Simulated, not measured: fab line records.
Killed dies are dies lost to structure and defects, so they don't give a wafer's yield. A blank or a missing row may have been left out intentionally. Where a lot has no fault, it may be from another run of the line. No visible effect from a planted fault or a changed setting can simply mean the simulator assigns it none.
fab line records + flow n5_finfet
record:
- lots: 7
- wafers: 39
route steps=1938 shown ZERO_LAYER@11 SDB@369 GATE_CUT@510 BEOL_M0_SAQP@648 BEOL_M4@1037
start_h: hours from the record's first day to the start of the lot's first wafer shown + wait_h: hours elapsed since this lot's preceding step + " the same as in the row above + L1.1+2: several wafers, shown together as one row + - no value, or no start given + * or withheld: withheld + < > ~ a bound
route shown NAME@n: names a module that has steps shown in the file, with the first one's number in the route + usual: mean/standard deviation taken from wafers without a fault + same: alike in all rows + chamber/n: place in a boat + sites: per-site readings + _std_site: the standard deviation of these + _edge_site: inner sites' mean taken away from outer sites' mean + radius_mm: for every site, how far away it sits from the centre of the wafer + mask NAME#n: copy n + behind: the last tool/chamber to shape the wafer + hold: why the lot was held/for how many hours/how that ended + device: the n, p or np transistor that did not switch + end of line: the same wafers' tests at the end of the route + a step without rows: its recipe alone + killed: count of dies lost to structure and defects at first sort (not the wafer's yield) + map: a wafer's dies, marking killed ones x, the rest . and places with no die _
set.NAME: the setting as run; set.NAME@STEP: as run at that earlier step + model.NAME: the simulator's own value behind a step, which no gauge read
lots run with intentionally changed settings; tables by step, rows by wafer
== steps ==
step: N5_ZERO_LAYER_DEVELOP_10
recipe:
- develop_time_s: 60
- rinse_liquid: diw
- dry: air_spin
- dev_temp_c: 21
| lot.wafer        | tool           | chamber | start_h | wait_h | set.develop_time_s |
|------------------|----------------|---------|---------|--------|--------------------|
| L074.1+2+3+4+5+6 | litho_track-05 | 0       | -       | -      | 60                 |
| L077.1+2+6       | litho_track-01 | 0       | -       | -      | 38.8               |
| L077.3+4+5       | "              | 0       | "       | "      | 60                 |
| L080.2+3+6       | litho_track-01 | 0       | -       | -      | 60                 |
| L082.1+5+6       | litho_track-02 | 0       | -       | -      | 60                 |
| L082.2+3+4       | "              | 0       | "       | "      | 81.16              |
| L088.1+2+5       | litho_track-05 | 0       | -       | -      | 94.85              |
| L088.3+4+6       | "              | 0       | "       | "      | 60                 |
| L095.1+4+6       | litho_track-01 | 0       | -       | -      | 83.25              |
| L095.2+3+5       | "              | 0       | "       | "      | 60                 |
| L096.1+4+5       | litho_track-02 | 0       | -       | -      | 60                 |
| L096.2+3+6       | "              | 0       | "       | "      | 82.8               |
step: N5_ZERO_LAYER_HARDBAKE_23
recipe:
- temp_c: 130
- time_s: 120
step: N5_ZERO_LAYER_CD_MEAS_11
recipe:
- target_cd_nm: 2000
- landing_energy_ev: 500
- detector: se_inlens
usual:
- cd_nm: 2000.6/1.4
| lot.wafer | tool      | chamber | start_h | wait_h | set.develop_time_s@ZERO_LAYER_DEVELOP_10 | cd_nm  |
|-----------|-----------|---------|---------|--------|------------------------------------------|--------|
| L074.1    | cd_sem-02 | 0       | 12.64   | -      | 60                                       | 2003.8 |
| L074.2    | "         | 0       | "       | "      | 60                                       | 2000.1 |
| L074.3    | "         | 0       | "       | "      | 60                                       | 2004.4 |
| L074.4    | "         | 0       | "       | "      | 60                                       | 2001.2 |
| L074.5    | "         | 0       | "       | "      | 60                                       | 2002.4 |
| L074.6    | "         | 0       | "       | "      | 60                                       | 2003.1 |
| L077.1    | cd_sem-01 | 0       | 30.66   | -      | 38.8                                     | 1992.9 |
| L077.2    | "         | 0       | "       | "      | 38.8                                     | 1991.2 |
| L077.3    | "         | 0       | "       | "      | 60                                       | 2001.1 |
| L077.4    | "         | 0       | "       | "      | 60                                       | 2000.7 |
| L077.5    | "         | 0       | "       | "      | 60                                       | 2000.1 |
| L077.6    | "         | 0       | "       | "      | 38.8                                     | 1989.8 |
| L080.2    | cd_sem-03 | 0       | 48.77   | -      | 60                                       | 1999.8 |
| L080.3    | "         | 0       | "       | "      | 60                                       | 2000.9 |
| L080.6    | "         | 0       | "       | "      | 60                                       | 1999.7 |
| L082.1    | cd_sem-02 | 0       | 60.64   | -      | 60                                       | 1999.9 |
| L082.2    | "         | 0       | "       | "      | 81.16                                    | 2006.2 |
| L082.3    | "         | 0       | "       | "      | 81.16                                    | 2005.3 |
| L082.4    | "         | 0       | "       | "      | 81.16                                    | 2005.7 |
| L082.5    | "         | 0       | "       | "      | 60                                       | 1999.7 |
| L082.6    | "         | 0       | "       | "      | 60                                       | 1999.6 |
| L088.1    | cd_sem-01 | 0       | 96.77   | -      | 94.85                                    | 2009.4 |
| L088.2    | "         | 0       | "       | "      | 94.85                                    | 2010.0 |
| L088.3    | "         | 0       | "       | "      | 60                                       | 1999.4 |
| L088.4    | "         | 0       | "       | "      | 60                                       | 1998.0 |
| L088.5    | "         | 0       | "       | "      | 94.85                                    | 2008.3 |
| L088.6    | "         | 0       | "       | "      | 60                                       | 2000.2 |
| L095.1    | cd_sem-02 | 0       | 138.77  | -      | 83.25                                    | 2005.5 |
| L095.2    | "         | 0       | "       | "      | 60                                       | 1997.9 |
| L095.3    | "         | 0       | "       | "      | 60                                       | 1998.5 |
| L095.4    | "         | 0       | "       | "      | 83.25                                    | 2007.2 |
| L095.5    | "         | 0       | "       | "      | 60                                       | 1996.9 |
| L095.6    | "         | 0       | "       | "      | 83.25                                    | 2004.3 |
| L096.1    | cd_sem-02 | 0       | 144.96  | -      | 60                                       | 2001.8 |
| L096.2    | "         | 0       | "       | "      | 82.8                                     | 2008.7 |
| L096.3    | "         | 0       | "       | "      | 82.8                                     | 2007.8 |
| L096.4    | "         | 0       | "       | "      | 60                                       | 2002.7 |
| L096.5    | "         | 0       | "       | "      | 60                                       | 2001.9 |
| L096.6    | "         | 0       | "       | "      | 82.8                                     | 2007.8 |
step: N5_SDB_CUT_ETCH_26
recipe:
- chemistry: HBr/Cl2/O2
- target: Si
- target_depth_a: 1296
- bt_time_s: 20
- mask_material: SiNx
- time_s: 51.8
- ion_energy_ev: *
- bias_w: *
- pressure_mtorr: 10
- icp_w: 800
- HBr_flow_sccm: 150
- Cl2_flow_sccm: 80
- O2_flow_sccm: 12
| lot.wafer | tool      | chamber | start_h | wait_h | set.target_depth_a | model.etch.depth_nm | model.SDB.feature_depth_nm | model.SiNx_of_SDB_HM_DEP_00.thk_nm |
|-----------|-----------|---------|---------|--------|--------------------|---------------------|----------------------------|------------------------------------|
| L074.1    | rie_si-06 | 3       | 73.21   | 0.1    | 1848               | 188.8               | 188.8                      | 13.8                               |
| L074.2    | "         | 0       | "       | "      | 1296               | 133.3               | 133.2                      | 21                                 |
| L074.3    | "         | 1       | "       | "      | 1848               | 183.4               | 183.4                      | 14.8                               |
| L074.4    | "         | 2       | "       | "      | 1848               | 182.1               | 182.2                      | 15                                 |
| L074.5    | "         | 2       | "       | "      | 1296               | 127.1               | 127                        | 22.4                               |
| L074.6    | "         | 3       | "       | "      | 1296               | 131.6               | 131.6                      | 22.2                               |
| L077.1    | rie_si-01 | 0       | 89.68   | 0.1    | 1296               | 128                 | 128                        | 22                                 |
| L077.2    | "         | 3       | "       | "      | 1296               | 128.4               | 128.4                      | 22.2                               |
| L077.3    | "         | 1       | "       | "      | 1296               | 130.6               | 130.6                      | 21                                 |
| L077.4    | "         | 2       | "       | "      | 1296               | 127.5               | 127.4                      | 22.6                               |
| L077.5    | "         | 1       | "       | "      | 1296               | 131.3               | 131.2                      | 22.2                               |
| L077.6    | "         | 0       | "       | "      | 1296               | 129.5               | 129.6                      | 22                                 |
| L080.2    | rie_si-05 | 1       | 105.28  | 0.1    | 1296               | 129.9               | 129.8                      | 22.6                               |
| L080.3    | "         | 2       | "       | "      | 1296               | 126.8               | 126.8                      | 21.4                               |
| L080.6    | "         | 2       | "       | "      | 1296               | 125.8               | 125.8                      | 22.8                               |
| L082.1    | rie_si-06 | 0       | 116.89  | 0.1    | 1296               | 130.2               | 130.2                      | 22.2                               |
| L082.2    | "         | 3       | "       | "      | 1296               | 129.9               | 130                        | 21.8                               |
| L082.3    | "         | 2       | "       | "      | 1296               | 126                 | 126                        | 23.4                               |
| L082.4    | "         | 1       | "       | "      | 1296               | 128.3               | 128.4                      | 22.8                               |
| L082.5    | "         | 0       | "       | "      | 1296               | 131.1               | 131                        | 22.8                               |
| L082.6    | "         | 1       | "       | "      | 1296               | 128.5               | 128.4                      | 22.8                               |
| L088.1    | rie_si-05 | 0       | 155.81  | 0.1    | 1296               | 127.8               | 127.8                      | 21.2                               |
| L088.2    | "         | 1       | "       | "      | 1525               | 154.3               | 154.2                      | 18.6                               |
| L088.3    | "         | 3       | "       | "      | 1296               | 131.4               | 131.4                      | 21.8                               |
| L088.4    | "         | 3       | "       | "      | 1296               | 130.7               | 130.8                      | 22.2                               |
| L088.5    | "         | 1       | "       | "      | 1525               | 154.1               | 154                        | 19                                 |
| L088.6    | "         | 0       | "       | "      | 1525               | 150.7               | 150.8                      | 19.6                               |
| L095.1    | rie_si-05 | 0       | 194.98  | 0.1    | 1296               | 126.4               | 126.4                      | 21.8                               |
| L095.2    | "         | 2       | "       | "      | 1296               | 127.4               | 127.4                      | 22                                 |
| L095.3    | "         | 3       | "       | "      | 1296               | 128.6               | 128.6                      | 22.8                               |
| L095.4    | "         | 1       | "       | "      | 1296               | 129.3               | 129.2                      | 22.2                               |
| L095.5    | "         | 1       | "       | "      | 1296               | 129.7               | 129.8                      | 22                                 |
| L095.6    | "         | 0       | "       | "      | 1296               | 127.2               | 127.2                      | 22.8                               |
| L096.1    | rie_si-05 | 0       | 202.24  | 0.1    | 1296               | 126.8               | 126.8                      | 21.6                               |
| L096.2    | "         | 2       | "       | "      | 1296               | 128.4               | 128.4                      | 21.2                               |
| L096.3    | "         | 1       | "       | "      | 1296               | 128.9               | 128.8                      | 21.4                               |
| L096.4    | "         | 3       | "       | "      | 1296               | 129.8               | 129.8                      | 21.8                               |
| L096.5    | "         | 0       | "       | "      | 1296               | 127.1               | 127.2                      | 22.2                               |
| L096.6    | "         | 1       | "       | "      | 1296               | 129.1               | 129                        | 22.6                               |
step: N5_GATE_CUT_ALD_22
recipe:
- material: SiNx
- target_thk_a: 160
- temp_c: 400
- ald_precursor_family: SiH2I2
- ald_co_reactant: N2/H2-plasma
- pulse_time_s: 1
- ald_cycles: 320
- purge_time_s: 2
- co_reactant_purge_time_s: 2
- pressure_torr: 2
| lot.wafer  | tool       | chamber | start_h | wait_h | set.ald_cycles | model.SiNx_of_GATE_CUT_ALD_22.thk_nm |
|------------|------------|---------|---------|--------|----------------|--------------------------------------|
| L074.1+4+6 | ald_sin-03 | 0,2,2   | 96.77   | 3.8    | 320            | 16                                   |
| L074.2+3+5 | "          | 1,3,1   | "       | "      | 320            | 16.2                                 |
| L077.1+2+3 | ald_sin-02 | 1,2,3   | 110.45  | 1.4    | 320            | 16                                   |
| L077.4     | "          | 0       | "       | "      | 373            | 18.8                                 |
| L077.5+6   | "          | 1,2     | "       | "      | 373            | 18.6                                 |
| L080.2+3+6 | ald_sin-02 | 1,0,0   | 123.88  | 0.0    | 320            | 16                                   |
| L082.1+2+6 | ald_sin-04 | 3,2,1   | 134.73  | 0.0    | 132            | 6.6                                  |
| L082.3+4+5 | "          | 0,1,2   | "       | "      | 320            | 16                                   |
| L088.1+6   | ald_sin-02 | 3       | 173.30  | 0.0    | 470            | 23.6                                 |
| L088.2+3   | "          | 1,0     | "       | "      | 320            | 16                                   |
| L088.4     | "          | 2       | "       | "      | 320            | 15.8                                 |
| L088.5     | "          | 2       | "       | "      | 470            | 23.4                                 |
| L095.1+4+5 | ald_sin-02 | 1,2,1   | 213.37  | 0.0    | 320            | 16                                   |
| L095.2+3   | "          | 3,0     | "       | "      | 263            | 13.2                                 |
| L095.6     | "          | 2       | "       | "      | 263            | 13                                   |
| L096.1+5+6 | ald_sin-04 | 3,0,1   | 221.70  | 0.0    | 320            | 16                                   |
| L096.2     | "          | 1       | "       | "      | 431            | 21.6                                 |
| L096.3     | "          | 0       | "       | "      | 431            | 21.8                                 |
| L096.4     | "          | 2       | "       | "      | 431            | 21.4                                 |
step: N5_GATE_CUT_CMP_23
recipe:
- stop_on: SiO2
- t_overpolish_s: 23.4
- post_cmp_clean: alkaline_brush
- down_force_psi: 2.5
- platen_rpm: 51.8
- pad_velocity_m_s: 1.0307
- target_thk_nm: 16
| lot.wafer  | tool   | chamber | start_h | wait_h | set.ald_cycles@GATE_CUT_ALD_22 | model.SiNx_of_GATE_CUT_ALD_22.thk_nm |
|------------|--------|---------|---------|--------|--------------------------------|--------------------------------------|
| L074.1+4+6 | cmp-02 | 3,0,0   | 98.28   | 0.8    | 320                            | 16                                   |
| L074.3+2+5 | "      | 1,2,3   | "       | "      | 320                            | 16.2                                 |
| L077.2+1+3 | cmp-03 | 2,0,1   | 111.94  | 0.8    | 320                            | 16                                   |
| L077.4     | "      | 3       | "       | "      | 373                            | 15.2                                 |
| L077.5     | "      | 2       | "       | "      | 373                            | 17                                   |
| L077.6     | "      | 3       | "       | "      | 373                            | 16                                   |
| L080.2+3+6 | cmp-02 | 1,2,0   | 125.41  | 0.8    | 320                            | 16                                   |
| L082.3+4+5 | cmp-02 | 1,2,1   | 136.22  | 0.8    | 320                            | 16                                   |
| L082.2+1+6 | "      | 3,0,2   | "       | "      | 132                            | 6.6                                  |
| L088.2+3   | cmp-03 | 3,0     | 174.80  | 0.8    | 320                            | 16                                   |
| L088.1     | "      | 1       | "       | "      | 470                            | 17.6                                 |
| L088.4     | "      | 2       | "       | "      | 320                            | 15.8                                 |
| L088.5     | "      | 3       | "       | "      | 470                            | 17                                   |
| L088.6     | "      | 0       | "       | "      | 470                            | 16.4                                 |
| L095.2+3   | cmp-04 | 2,3     | 214.86  | 0.8    | 263                            | 13.2                                 |
| L095.1+4+5 | "      | 0,1,3   | "       | "      | 320                            | 16                                   |
| L095.6     | "      | 2       | "       | "      | 263                            | 13                                   |
| L096.1+5+6 | cmp-03 | 1,1,2   | 223.19  | 0.8    | 320                            | 16                                   |
| L096.4     | "      | 2       | "       | "      | 431                            | 17.4                                 |
| L096.3     | "      | 3       | "       | "      | 431                            | 16.4                                 |
| L096.2     | "      | 0       | "       | "      | 431                            | 17.2                                 |
step: N5_BEOL_M0_SAQP_DEVELOP_13
recipe:
- develop_time_s: 30
- developer: TMAH
- resist: CAR-ArF
- dev_temp_c: 23
- rinse_liquid: diw
- dry: air_spin
| lot.wafer  | tool           | chamber | start_h | wait_h | set.develop_time_s |
|------------|----------------|---------|---------|--------|--------------------|
| L074.1+4+5 | litho_track-04 | 0       | -       | -      | 30                 |
| L074.2+3+6 | "              | 0       | "       | "      | 18.34              |
| L077.1+2+4 | litho_track-01 | 0       | -       | -      | 30                 |
| L077.3+5+6 | "              | 0       | "       | "      | 14.64              |
| L080.2+3+6 | litho_track-05 | 0       | -       | -      | 30                 |
| L082.1+4+6 | litho_track-04 | 0       | -       | -      | 46.39              |
| L082.2+3+5 | "              | 0       | "       | "      | 30                 |
| L088.1+2+4 | litho_track-04 | 0       | -       | -      | 30                 |
| L088.3+5+6 | "              | 0       | "       | "      | 15.86              |
| L095.1+3+4 | litho_track-01 | 0       | -       | -      | 30                 |
| L095.2+5+6 | "              | 0       | "       | "      | 21.41              |
| L096.1+2+6 | litho_track-05 | 0       | -       | -      | 30                 |
| L096.3+4+5 | "              | 0       | "       | "      | 43.58              |
step: N5_BEOL_M0_SAQP_CD_MEAS_14
recipe:
- target_cd_nm: 42.5
- landing_energy_ev: 500
- detector: se_inlens
usual:
- cd_nm: 42.5/0.36
| lot.wafer | tool      | chamber | start_h | wait_h | set.develop_time_s@BEOL_M0_SAQP_DEVELOP_13 | cd_nm |
|-----------|-----------|---------|---------|--------|--------------------------------------------|-------|
| L074.1    | cd_sem-02 | 0       | 123.21  | -      | 30                                         | 41.6  |
| L074.2    | "         | 0       | "       | "      | 18.34                                      | 43.7  |
| L074.3    | "         | 0       | "       | "      | 18.34                                      | 43.2  |
| L074.4    | "         | 0       | "       | "      | 30                                         | 42.2  |
| L074.5    | "         | 0       | "       | "      | 30                                         | 42.1  |
| L074.6    | "         | 0       | "       | "      | 18.34                                      | 43.1  |
| L077.1    | cd_sem-02 | 0       | 133.84  | -      | 30                                         | 42.2  |
| L077.2    | "         | 0       | "       | "      | 30                                         | 43.0  |
| L077.3    | "         | 0       | "       | "      | 14.64                                      | 44.6  |
| L077.4    | "         | 0       | "       | "      | 30                                         | 42.9  |
| L077.5    | "         | 0       | "       | "      | 14.64                                      | 44.6  |
| L077.6    | "         | 0       | "       | "      | 14.64                                      | 44.2  |
| L080.2    | cd_sem-01 | 0       | 145.52  | -      | 30                                         | 42.4  |
| L080.3    | "         | 0       | "       | "      | 30                                         | 42.6  |
| L080.6    | "         | 0       | "       | "      | 30                                         | 42.6  |
| L082.1    | cd_sem-01 | 0       | 158.60  | -      | 46.39                                      | 42.0  |
| L082.2    | "         | 0       | "       | "      | 30                                         | 42.3  |
| L082.3    | "         | 0       | "       | "      | 30                                         | 42.6  |
| L082.4    | "         | 0       | "       | "      | 46.39                                      | 41.8  |
| L082.5    | "         | 0       | "       | "      | 30                                         | 42.2  |
| L082.6    | "         | 0       | "       | "      | 46.39                                      | 41.3  |
| L088.1    | cd_sem-01 | 0       | 197.09  | -      | 30                                         | 42.2  |
| L088.2    | "         | 0       | "       | "      | 30                                         | 42.4  |
| L088.3    | "         | 0       | "       | "      | 15.86                                      | 43.9  |
| L088.4    | "         | 0       | "       | "      | 30                                         | 42.9  |
| L088.5    | "         | 0       | "       | "      | 15.86                                      | 44.0  |
| L088.6    | "         | 0       | "       | "      | 15.86                                      | 43.5  |
| L095.1    | cd_sem-02 | 0       | 249.07  | -      | 30                                         | 42.7  |
| L095.2    | "         | 0       | "       | "      | 21.41                                      | 43.4  |
| L095.3    | "         | 0       | "       | "      | 30                                         | 42.4  |
| L095.4    | "         | 0       | "       | "      | 30                                         | 42.5  |
| L095.5    | "         | 0       | "       | "      | 21.41                                      | 43.6  |
| L095.6    | "         | 0       | "       | "      | 21.41                                      | 43.7  |
| L096.1    | cd_sem-02 | 0       | 249.86  | -      | 30                                         | 42.3  |
| L096.2    | "         | 0       | "       | "      | 30                                         | 42.3  |
| L096.3    | "         | 0       | "       | "      | 43.58                                      | 41.2  |
| L096.4    | "         | 0       | "       | "      | 43.58                                      | 42.0  |
| L096.5    | "         | 0       | "       | "      | 43.58                                      | 41.4  |
| L096.6    | "         | 0       | "       | "      | 30                                         | 42.6  |
step: N5_BEOL_M4_DESCUM_16
recipe:
- chemistry: O2
- time_s: 7
- source_power_w: 50
- bias_power_w: 20
- pressure_mtorr: 20
- rf_frequency_hz: 2.712e+07
- temp_c: 40
- resist: CAR-EUV
- o2_flow_sccm: 225
| lot.wafer  | tool        | chamber | start_h | wait_h | set.time_s | model.CAR-EUV_of_BEOL_M4_COAT_05.thk_nm |
|------------|-------------|---------|---------|--------|------------|-----------------------------------------|
| L074.1+5+6 | rie_diel-03 | 0,1,0   | 165.77  | 0.2    | 4.888      | 27.2                                    |
| L074.2+4   | "           | 3,2     | "       | "      | 7          | 26                                      |
| L074.3     | "           | 1       | "       | "      | 7          | 26.2                                    |
| L077.1+2+6 | rie_diel-03 | 2,3,3   | 176.75  | 0.0    | 9.175      | 25                                      |
| L077.3+4   | "           | 0,1     | "       | "      | 7          | 26                                      |
| L077.5     | "           | 0       | "       | "      | 7          | 26.2                                    |
| L080.2+3+6 | rie_diel-01 | 2,1,2   | 190.23  | 0.0    | 7          | 26                                      |
| L082.1+4   | rie_diel-03 | 2,3     | 209.12  | 0.1    | 7          | 25.8                                    |
| L082.2     | "           | 1       | "       | "      | 10.27      | 24.4                                    |
| L082.3     | "           | 0       | "       | "      | 7          | 26                                      |
| L082.5+6   | "           | 3,2     | "       | "      | 10.27      | 24.2                                    |
| L088.1+2+6 | rie_diel-05 | 2,0,2   | 238.95  | 0.2    | 7          | 26                                      |
| L088.3+4   | "           | 1,3     | "       | "      | 2.895      | 28                                      |
| L088.5     | "           | 3       | "       | "      | 2.895      | 28.2                                    |
| L095.1+3+5 | rie_diel-03 | 3,2,1   | 293.92  | 0.1    | 7          | 26.2                                    |
| L095.2+4+6 | "           | 1,0,0   | "       | "      | 11.17      | 24.2                                    |
| L096.1+3   | rie_diel-05 | 3,2     | 297.26  | 0.0    | 5.853      | 26.6                                    |
| L096.2+4+5 | "           | 0,3,0   | "       | "      | 7          | 26                                      |
| L096.6     | "           | 2       | "       | "      | 5.853      | 26.4                                    |
step: N5_BEOL_M4_ETCH_74
recipe:
- chemistry: N2/H2
- target: underlayer
- target_depth_a: 65
- mask_material: CAR-EUV
- time_s: 5.2
- ion_energy_ev: 200
- pressure_mtorr: 30
- source_w: 840
- bias_w: 150
- n2_flow_sccm: 200
- h2_flow_sccm: 200
- ends: cleared
| lot.wafer  | tool        | chamber | start_h | wait_h | set.time_s@BEOL_M4_DESCUM_16 | model.CAR-EUV_of_BEOL_M4_COAT_05.thk_nm |
|------------|-------------|---------|---------|--------|------------------------------|-----------------------------------------|
| L074.1+5+6 | rie_diel-03 | 0,1,0   | 165.80  | 0.0    | 4.888                        | 21.4                                    |
| L074.2+4   | "           | 3,2     | "       | "      | 7                            | 20.2                                    |
| L074.3     | "           | 1       | "       | "      | 7                            | 20.4                                    |
| L077.1+2+6 | rie_diel-03 | 2,3,3   | 176.78  | 0.0    | 9.175                        | 19.2                                    |
| L077.3+5   | "           | 0       | "       | "      | 7                            | 20.4                                    |
| L077.4     | "           | 1       | "       | "      | 7                            | 20.2                                    |
| L080.2+3+6 | rie_diel-01 | 2,1,2   | 190.27  | 0.0    | 7                            | 20.2                                    |
| L082.1+3+4 | rie_diel-03 | 2,0,3   | 209.15  | 0.0    | 7                            | 20.2                                    |
| L082.2+5+6 | "           | 1,3,2   | "       | "      | 10.27                        | 18.6                                    |
| L088.1+2   | rie_diel-05 | 2,0     | 238.98  | 0.0    | 7                            | 20.4                                    |
| L088.3+4   | "           | 1,3     | "       | "      | 2.895                        | 22.2                                    |
| L088.5     | "           | 3       | "       | "      | 2.895                        | 22.4                                    |
| L088.6     | "           | 2       | "       | "      | 7                            | 20.2                                    |
| L095.1+3+5 | rie_diel-03 | 3,2,1   | 293.96  | 0.0    | 7                            | 20.4                                    |
| L095.2     | "           | 1       | "       | "      | 11.17                        | 18.4                                    |
| L095.4+6   | "           | 0       | "       | "      | 11.17                        | 18.6                                    |
| L096.1+3+6 | rie_diel-05 | 3,2,2   | 297.30  | 0.0    | 5.853                        | 20.8                                    |
| L096.2     | "           | 0       | "       | "      | 7                            | 20.4                                    |
| L096.4+5   | "           | 3,0     | "       | "      | 7                            | 20.2                                    |
== key ==
split:
- step: N5_ZERO_LAYER_DEVELOP_10
- setting: develop_time_s
- stated: 60
- by: wafer
response:
- step: N5_ZERO_LAYER_CD_MEAS_11
- reading: cd_nm
- change: +0.187
- per: 1%
- r: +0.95
split:
- step: N5_SDB_CUT_ETCH_26
- setting: target_depth_a
- stated: 1296
- by: wafer
response:
- step: N5_SDB_CUT_ETCH_26
- reading: model.etch.depth_nm
- change: +1.28
- per: 1%
- r: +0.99
response:
- step: N5_SDB_CUT_ETCH_26
- reading: model.SDB.feature_depth_nm
- change: +1.28
- per: 1%
- r: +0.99
response:
- step: N5_SDB_CUT_ETCH_26
- reading: model.SiNx_of_SDB_HM_DEP_00.thk_nm
- change: -0.169
- per: 1%
- r: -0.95
split:
- step: N5_GATE_CUT_ALD_22
- setting: ald_cycles
- stated: 320
- by: wafer
response:
- step: N5_GATE_CUT_ALD_22
- reading: model.SiNx_of_GATE_CUT_ALD_22.thk_nm
- change: +0.161
- per: 1%
- r: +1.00
response:
- step: N5_GATE_CUT_CMP_23
- reading: model.SiNx_of_GATE_CUT_ALD_22.thk_nm
- shape: bent
- at_lowest: 6.6
- at_stated: 16.02
- at_highest: 17
split:
- step: N5_BEOL_M0_SAQP_DEVELOP_13
- setting: develop_time_s
- stated: 30
- by: wafer
response:
- step: N5_BEOL_M0_SAQP_CD_MEAS_14
- reading: cd_nm
- change: -0.0254
- per: 1%
- r: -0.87
split:
- step: N5_BEOL_M4_DESCUM_16
- setting: time_s
- stated: 7
- by: wafer
response:
- step: N5_BEOL_M4_DESCUM_16
- reading: model.CAR-EUV_of_BEOL_M4_COAT_05.thk_nm
- change: -0.0346
- per: 1%
- r: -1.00
response:
- step: N5_BEOL_M4_ETCH_74
- reading: model.CAR-EUV_of_BEOL_M4_COAT_05.thk_nm
- change: -0.0334
- per: 1%
- r: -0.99
